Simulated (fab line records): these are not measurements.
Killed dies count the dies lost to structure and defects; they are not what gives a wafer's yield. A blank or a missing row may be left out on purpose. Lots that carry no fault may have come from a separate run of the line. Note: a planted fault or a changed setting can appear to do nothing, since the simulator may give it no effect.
Matching of chambers | flow n5 finfet | 3 sister chambers for N5_BEOL_M3_PECVD_72 on pecvd-02
The step deposits SiO2 from TEOS/O2, target thk 16 nm, time 18 s. 24 wafers are shown with their chamber, then 12 later ones without.

WAFERS, EACH WITH ITS CHAMBER
wafer  | chamber | showerhead plenum p Torr (Torr) | throttle valve pct (%) | heater power w (W)
L078.1 | 2       | 8.79                            | 21.9                   | 713
L078.5 | 2       | 8.78                            | 22.0                   | 694
L078.6 | 0       | 8.88                            | 22.4                   | 775
L080.1 | 2       | 8.77                            | 22.0                   | 712
L080.3 | 0       | 8.88                            | 22.4                   | 801
L080.6 | 2       | 8.77                            | 22.0                   | 710
L085.2 | 0       | 8.89                            | 22.3                   | 814
L085.5 | 0       | 8.88                            | 22.5                   | 805
L085.6 | 2       | 8.76                            | 21.7                   | 611
L084.4 | 2       | 8.77                            | 22.0                   | 730
L084.5 | 0       | 8.90                            | 22.4                   | 826
L084.6 | 1       | 8.85                            | 22.4                   | 940
L089.1 | 1       | 8.83                            | 22.5                   | 899
L089.5 | 2       | 8.81                            | 21.8                   | 723
L089.6 | 1       | 8.84                            | 22.6                   | 905
L091.1 | 1       | 8.83                            | 22.5                   | 755
L091.2 | 2       | 8.78                            | 22.0                   | 615
L091.3 | 0       | 8.88                            | 22.3                   | 812
L091.4 | 0       | 8.87                            | 22.3                   | 840
L091.5 | 1       | 8.83                            | 22.5                   | 751
L091.6 | 2       | 8.78                            | 22.0                   | 592
L090.1 | 0       | 8.88                            | 22.5                   | 815
L090.4 | 0       | 8.91                            | 22.3                   | 822
L090.6 | 1       | 8.84                            | 22.3                   | 857

SIGNATURES, as means of the wafers listed above
reading                  | chamber 0 | chamber 1 | chamber 2 | scatter within a chamber
showerhead plenum p Torr | 8.8856    | 8.8367    | 8.7789    | 0.0124
throttle valve pct       | 22.378    | 22.467    | 21.933    | 0.0997
heater power w           | 812.22    | 851.17    | 677.78    | 53.1
Rule: for each reading, subtract the chamber's mean from the wafer's reading, divide by that reading's scatter and square the result; add these up over the readings and take the root, which gives the wafer's distance from the chamber. If the next closest chamber is less than 2 further off than the closest, the wafer can't be placed; otherwise it belongs to the closest. The scatter is the square root of a quotient: the sum, over the shown wafers, of each reading's squared deviation from its chamber's mean, divided by wafers minus chambers.

WAFERS MISSING THEIR CHAMBER
wafer  | showerhead plenum p Torr (Torr) | throttle valve pct (%) | heater power w (W)
L094.2 | 8.84                            | 22.5                   | 936
L094.3 | 8.78                            | 22.1                   | 699
L094.4 | 8.87                            | 22.1                   | 926
L093.2 | 8.89                            | 22.3                   | 831
L093.3 | 8.84                            | 22.4                   | 892
L093.4 | 8.88                            | 22.3                   | 796
L096.1 | 8.86                            | 22.5                   | 759
L096.2 | 8.89                            | 22.2                   | 844
L096.4 | 8.84                            | 22.7                   | 775
L097.3 | 8.83                            | 22.6                   | 814
L097.4 | 8.78                            | 22.4                   | 717
L097.5 | 8.90                            | 22.5                   | 717

CHAMBER TAKEN BY EACH
wafer  | from the rows above     | in truth
L094.2 | 1                       | 1
L094.3 | 2                       | 2
L094.4 | can't be placed: 0 or 1 | 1
L093.2 | 0                       | 0
L093.3 | 1                       | 1
L093.4 | 0                       | 0
L096.1 | can't be placed: 1 or 0 | 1
L096.2 | 0                       | 0
L096.4 | 1                       | 1
L097.3 | 1                       | 1
L097.4 | can't be placed: 2 or 1 | 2
L097.5 | 0                       | 0
9 of 12 placed correctly. From these rows, 3 cannot be placed; in 3 the true chamber is one of the candidates. Placed wrongly: 0.
